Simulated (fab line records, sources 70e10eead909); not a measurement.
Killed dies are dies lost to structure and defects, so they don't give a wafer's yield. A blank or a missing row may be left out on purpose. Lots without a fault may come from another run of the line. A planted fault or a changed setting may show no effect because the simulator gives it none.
Which tool did it? | flow nand_harc | 24 lots, 72 wafers sampled, at 5 steps of a route of 1302

WHAT THE GAUGES READ, wafer by wafer
NHARC_A_M0_INSPECT_11. Usual: raw_defect_count 89, standard deviation 37.
lot  | measured     | on                | raw_defect_count | flag
L075 | day 22 17:29 | defect_inspect-01 | 23 22 21         |
L076 | day 23 04:56 | defect_inspect-01 | 168 157 128      |
L074 | day 23 06:30 | defect_inspect-02 | 129 135 135      |
L078 | day 23 21:13 | defect_inspect-02 | 22 20 14         |
L077 | day 23 22:34 | defect_inspect-01 | 112 118 97       |
L079 | day 24 19:22 | defect_inspect-01 | 120 124 118      |
L080 | day 24 21:53 | defect_inspect-01 | 66 65 59         |
L082 | day 25 19:44 | defect_inspect-02 | 78 81 77         |
L081 | day 26 02:41 | defect_inspect-01 | 70 77 60         |
L083 | day 26 05:40 | defect_inspect-01 | 79 92 78         |
L084 | day 27 07:25 | defect_inspect-01 | 135 116 115      |
L085 | day 27 10:01 | defect_inspect-01 | 52 39 36         |
L086 | day 27 21:50 | defect_inspect-01 | 75 70 72         |
L087 | day 28 02:02 | defect_inspect-01 | 105 103 98       |
L089 | day 28 10:26 | defect_inspect-02 | 68 79 60         |
L088 | day 28 16:24 | defect_inspect-01 | 194 143 142      |
L091 | day 30 00:51 | defect_inspect-02 | 79 83 82         |
L090 | day 30 02:39 | defect_inspect-01 | 68 60 73         |
L092 | day 30 05:01 | defect_inspect-02 | 121 112 138      |
L093 | day 30 13:52 | defect_inspect-01 | 112 117 164      |
L094 | day 31 03:01 | defect_inspect-01 | 80 90 67         |
L096 | day 31 19:56 | defect_inspect-02 | 82 91 83         |
L095 | day 31 20:56 | defect_inspect-02 | 92 86 99         |
L097 | day 32 14:49 | defect_inspect-01 | 73 73 68         |

NHARC_A_BONDPAD_THK_MEAS_30: measures by ellipsometry. Usual: thk_nm 200.0 nm, standard deviation 1.6.
lot  | measured     | on            | thk_nm (nm)       | flag
L075 | day 23 01:32 | film_metro-01 | 202.8 198.7 200.9 |
L076 | day 23 12:58 | film_metro-02 | 198.3 199.8 200.7 |
L074 | day 23 14:26 | film_metro-01 | 198.4 201.6 198.3 |
L078 | day 24 05:09 | film_metro-01 | 203.2 199.1 200.8 |
L077 | day 24 06:47 | film_metro-01 | 201.4 198.6 202.2 |
L079 | day 25 03:26 | film_metro-01 | 197.4 198.4 197.1 |
L080 | day 25 05:59 | film_metro-02 | 198.7 197.4 199.0 |
L082 | day 26 03:56 | film_metro-02 | 201.2 200.8 198.0 |
L081 | day 26 10:40 | film_metro-02 | 198.7 198.2 200.7 |
L083 | day 26 13:47 | film_metro-02 | 200.2 200.7 202.0 |
L084 | day 27 15:35 | film_metro-02 | 199.3 200.7 199.5 |
L085 | day 27 18:14 | film_metro-02 | 197.4 197.9 199.6 |
L086 | day 28 06:18 | film_metro-01 | 199.2 198.2 201.5 |
L087 | day 28 10:05 | film_metro-01 | 199.2 199.5 198.3 |
L089 | day 28 18:50 | film_metro-02 | 199.3 200.3 199.6 |
L088 | day 29 00:37 | film_metro-01 | 198.2 198.4 200.7 |
L091 | day 30 08:53 | film_metro-01 | 200.2 199.5 201.2 |
L090 | day 30 13:46 | film_metro-02 | 198.1 200.2 203.2 |
L092 | day 30 14:38 | film_metro-01 | 201.2 202.5 199.1 |
L093 | day 30 22:05 | film_metro-02 | 196.3 198.8 197.7 |
L094 | day 31 11:05 | film_metro-01 | 197.6 197.6 202.4 |
L096 | day 32 04:25 | film_metro-02 | 198.8 198.6 199.6 |
L095 | day 32 05:35 | film_metro-02 | 199.8 200.0 200.1 |
L097 | day 32 22:48 | film_metro-01 | 200.2 198.5 200.7 |

NHARC_A_BONDPAD_CD_MEAS_09: target cd 500 nm. Usual: cd_nm 500.0 nm, standard deviation 2.1.
lot  | measured     | on        | cd_nm (nm)        | flag
L075 | day 23 01:58 | cd_sem-01 | 498.4 500.4 498.8 |
L076 | day 23 13:25 | cd_sem-02 | 498.4 496.2 501.2 |
L074 | day 23 14:53 | cd_sem-03 | 501.4 499.5 500.8 |
L078 | day 24 05:35 | cd_sem-02 | 497.7 496.4 499.0 |
L077 | day 24 07:21 | cd_sem-02 | 499.4 498.2 500.3 |
L079 | day 25 03:59 | cd_sem-03 | 503.5 501.4 500.5 |
L080 | day 25 06:26 | cd_sem-01 | 497.2 496.3 501.3 |
L082 | day 26 04:22 | cd_sem-03 | 495.7 496.6 498.0 |
L081 | day 26 11:06 | cd_sem-01 | 499.5 500.8 497.2 |
L083 | day 26 14:13 | cd_sem-01 | 501.4 501.0 503.0 |
L084 | day 27 16:01 | cd_sem-03 | 505.3 499.9 500.7 |
L085 | day 27 18:48 | cd_sem-01 | 497.5 502.2 502.1 |
L086 | day 28 06:52 | cd_sem-02 | 496.9 500.0 501.9 |
L087 | day 28 10:40 | cd_sem-02 | 501.7 500.6 501.7 |
L089 | day 28 19:24 | cd_sem-01 | 496.5 500.0 495.8 |
L088 | day 29 01:03 | cd_sem-01 | 498.0 502.1 501.8 |
L091 | day 30 09:27 | cd_sem-03 | 503.0 502.4 499.6 |
L090 | day 30 14:20 | cd_sem-03 | 505.0 502.4 501.2 |
L092 | day 30 15:12 | cd_sem-01 | 502.0 500.6 501.7 |
L093 | day 30 22:39 | cd_sem-03 | 499.3 497.1 500.3 |
L094 | day 31 11:39 | cd_sem-01 | 495.5 500.5 499.4 |
L096 | day 32 04:59 | cd_sem-02 | 502.1 501.5 504.1 |
L095 | day 32 06:02 | cd_sem-01 | 504.4 501.4 501.5 |
L097 | day 32 23:22 | cd_sem-02 | 497.8 499.4 500.2 |

WHICH TOOL RAN EACH LOT (tool, then ch and the chambers of the sampled wafers, then the start)
lot  | NHARC_A_M0_ETCH_34                 | NHARC_A_M1_PVD_20
L075 | rie_diel-06 ch 2,3, day 22 17:38   | pvd_sputter-02, day 23 01:32 or earlier
L076 | rie_diel-01 ch 0,2,3, day 23 05:05 | pvd_sputter-03, day 23 12:58 or earlier
L074 | rie_diel-01 ch 0,2,3, day 23 06:40 | pvd_sputter-03, day 23 14:26 or earlier
L078 | rie_diel-01 ch 0,1,3, day 23 21:23 | pvd_sputter-02, day 24 05:09 or earlier
L077 | rie_diel-01 ch 0,1,3, day 23 22:44 | pvd_sputter-03, day 24 06:47 or earlier
L079 | rie_diel-01 ch 0,1,3, day 24 19:31 | pvd_sputter-01, day 25 03:26 or earlier
L080 | rie_diel-06 ch 0,1,2, day 24 22:02 | pvd_sputter-02, day 25 05:59 or earlier
L082 | rie_diel-06 ch 0,2,3, day 25 19:53 | pvd_sputter-02, day 26 03:56 or earlier
L081 | rie_diel-01 ch 1,2, day 26 02:50   | pvd_sputter-02, day 26 10:40 or earlier
L083 | rie_diel-06 ch 0,1,2, day 26 05:49 | pvd_sputter-02, day 26 13:47 or earlier
L084 | rie_diel-01 ch 0,1,3, day 27 07:35 | pvd_sputter-03, day 27 15:35 or earlier
L085 | rie_diel-09 ch 0,3, day 27 10:10   | pvd_sputter-01, day 27 18:14 or earlier
L086 | rie_diel-01 ch 0,1,2, day 27 21:59 | pvd_sputter-03, day 28 06:18 or earlier
L087 | rie_diel-01 ch 2,3, day 28 02:12   | pvd_sputter-02, day 28 10:05 or earlier
L089 | rie_diel-06 ch 0,1,2, day 28 10:35 | pvd_sputter-02, day 28 18:50 or earlier
L088 | rie_diel-09 ch 0,1,3, day 28 16:33 | pvd_sputter-02, day 29 00:37 or earlier
L091 | rie_diel-09 ch 2,3, day 30 01:00   | pvd_sputter-01, day 30 08:53 or earlier
L090 | rie_diel-01 ch 1,3, day 30 02:48   | pvd_sputter-03, day 30 13:46 or earlier
L092 | rie_diel-01 ch 1,2,3, day 30 05:10 | pvd_sputter-02, day 30 14:38 or earlier
L093 | rie_diel-09 ch 1,2, day 30 14:01   | pvd_sputter-03, day 30 22:05 or earlier
L094 | rie_diel-09 ch 1,2, day 31 03:11   | pvd_sputter-03, day 31 11:05 or earlier
L096 | rie_diel-06 ch 1, day 31 20:08     | pvd_sputter-01, day 32 04:25 or earlier
L095 | rie_diel-09 ch 1,2,3, day 31 21:06 | pvd_sputter-02, day 32 05:35 or earlier
L097 | rie_diel-09 ch 1,3, day 32 14:58   | pvd_sputter-02, day 32 22:48 or earlier
- NHARC_A_M0_ETCH_34: etches the open film in N2/H2, target depth 40 nm, overetch 12 nm, time 43.94 s.
- NHARC_A_M1_PVD_20: deposits TaN, target thk 5 nm, time 8.06 s.

WHAT THE TOOLS THEMSELVES READ (means of the sampled wafers that have a number; where no wafer has one, the mark that the record gives instead)
NHARC_A_M0_ETCH_34. Usual: bias_w 150.0 W, standard deviation 0.46; drypump_motor_current_A 5.8 A, standard deviation 0.37; oes_product_au 0.996 a.u., standard deviation 0.016; rf_vpp_V 431.1 V, standard deviation 1.8; showerhead_plenum_p_Torr 2.06 Torr, standard deviation 0.061; throttle_valve_pct 14.171 %, standard deviation 0.0099.
lot  | tool        | bias_w (W) | drypump_motor_current_A (A) | oes_product_au (a.u.) | rf_vpp_V (V) | showerhead_plenum_p_Torr (Torr) | throttle_valve_pct (%) | flag
L075 | rie_diel-06 | 150.1      | 5.9                         | 1.000                 | 429.6        | 2.01                            | 14.174                 |
L076 | rie_diel-01 | 150.4      | 5.9                         | 0.995                 | 431.5        | 2.07                            | 14.171                 |
L074 | rie_diel-01 | 149.9      | 5.9                         | 0.993                 | 431.0        | 2.07                            | 14.172                 |
L078 | rie_diel-01 | 149.8      | 5.8                         | 1.002                 | 431.5        | 2.09                            | 14.162                 |
L077 | rie_diel-01 | 149.9      | 5.8                         | 1.000                 | 431.8        | 2.09                            | 14.170                 |
L079 | rie_diel-01 | 149.5      | 5.8                         | 0.999                 | 432.6        | 2.09                            | 14.178                 |
L080 | rie_diel-06 | 150.0      | 6.0                         | 0.996                 | 430.1        | 2.05                            | 14.171                 |
L082 | rie_diel-06 | 150.1      | 5.8                         | 0.992                 | 431.8        | 2.06                            | 14.163                 |
L081 | rie_diel-01 | 149.8      | 5.5                         | 1.007                 | 431.4        | 2.06                            | 14.175                 |
L083 | rie_diel-06 | 149.8      | 6.0                         | 0.989                 | 430.0        | 2.05                            | 14.172                 |
L084 | rie_diel-01 | 150.1      | 5.8                         | 0.991                 | 431.8        | 2.09                            | 14.158                 |
L085 | rie_diel-09 | 150.2      | 5.5                         | 0.997                 | 429.9        | 2.01                            | 14.164                 |
L086 | rie_diel-01 | 150.3      | 5.6                         | 0.982                 | 430.9        | 2.04                            | 14.176                 |
L087 | rie_diel-01 | 150.0      | 5.9                         | 0.981                 | 432.5        | 2.13                            | 14.183                 |
L089 | rie_diel-06 | 150.2      | 6.0                         | 0.993                 | 430.6        | 2.05                            | 14.177                 |
L088 | rie_diel-09 | 150.3      | 5.5                         | 1.003                 | 429.6        | 2.04                            | 14.157                 |
L091 | rie_diel-09 | 149.9      | 5.7                         | 0.989                 | 430.8        | 2.05                            | 14.176                 |
L090 | rie_diel-01 | 149.7      | 5.6                         | 1.016                 | 432.7        | 2.11                            | 14.167                 |
L092 | rie_diel-01 | 149.9      | 5.7                         | 0.997                 | 432.0        | 2.09                            | 14.162                 |
L093 | rie_diel-09 | 149.6      | 5.7                         | 1.001                 | 429.6        | 2.04                            | 14.166                 |
L094 | rie_diel-09 | 150.3      | 5.5                         | 1.006                 | 430.8        | 2.05                            | 14.179                 |
L096 | rie_diel-06 | 150.1      | 6.7                         | 0.988                 | 431.9        | 2.07                            | 14.174                 |
L095 | rie_diel-09 | 149.6      | 5.6                         | 1.000                 | 431.3        | 2.06                            | 14.173                 |
L097 | rie_diel-09 | 150.0      | 5.4                         | 1.002                 | 431.3        | 2.07                            | 14.183                 |

NHARC_A_M1_PVD_20. Usual: throttle_valve_pct 29.7 %, standard deviation 1.5.
lot  | tool           | throttle_valve_pct (%) | flag
L075 | pvd_sputter-02 | 28.7                   |
L076 | pvd_sputter-03 | 31.4                   |
L074 | pvd_sputter-03 | 30.4                   |
L078 | pvd_sputter-02 | 30.0                   |
L077 | pvd_sputter-03 | 30.9                   |
L079 | pvd_sputter-01 | 30.3                   |
L080 | pvd_sputter-02 | 27.5                   |
L082 | pvd_sputter-02 | 28.6                   |
L081 | pvd_sputter-02 | 27.6                   |
L083 | pvd_sputter-02 | 29.9                   |
L084 | pvd_sputter-03 | 30.2                   |
L085 | pvd_sputter-01 | 29.6                   |
L086 | pvd_sputter-03 | 31.3                   |
L087 | pvd_sputter-02 | 29.2                   |
L089 | pvd_sputter-02 | 30.0                   |
L088 | pvd_sputter-02 | 30.1                   |
L091 | pvd_sputter-01 | 29.0                   |
L090 | pvd_sputter-03 | 30.5                   |
L092 | pvd_sputter-02 | 29.1                   |
L093 | pvd_sputter-03 | 31.2                   |
L094 | pvd_sputter-03 | 30.0                   |
L096 | pvd_sputter-01 | 28.9                   |
L095 | pvd_sputter-02 | 28.9                   |
L097 | pvd_sputter-02 | 28.4                   |

THE ANSWER, worked out from the rows above alone
Rule: a lot is off if the mean of its wafers that have a number lies more than 3 standard deviations from the usual mean. A lot without any number at a reading at which 4 lots or more have one is off too. The other lots that the step has rows for count as sound. The gauges are gone through in route order, then the tools' own readings, and for those a lot's mean is taken as printed above. The first step at which some lot is off is used, and at that step the reading that is off furthest; a lot without a number counts as furthest.
No lot is off at any reading shown: from this, nothing can be told.

WHAT THE SIMULATOR HAD PUT IN
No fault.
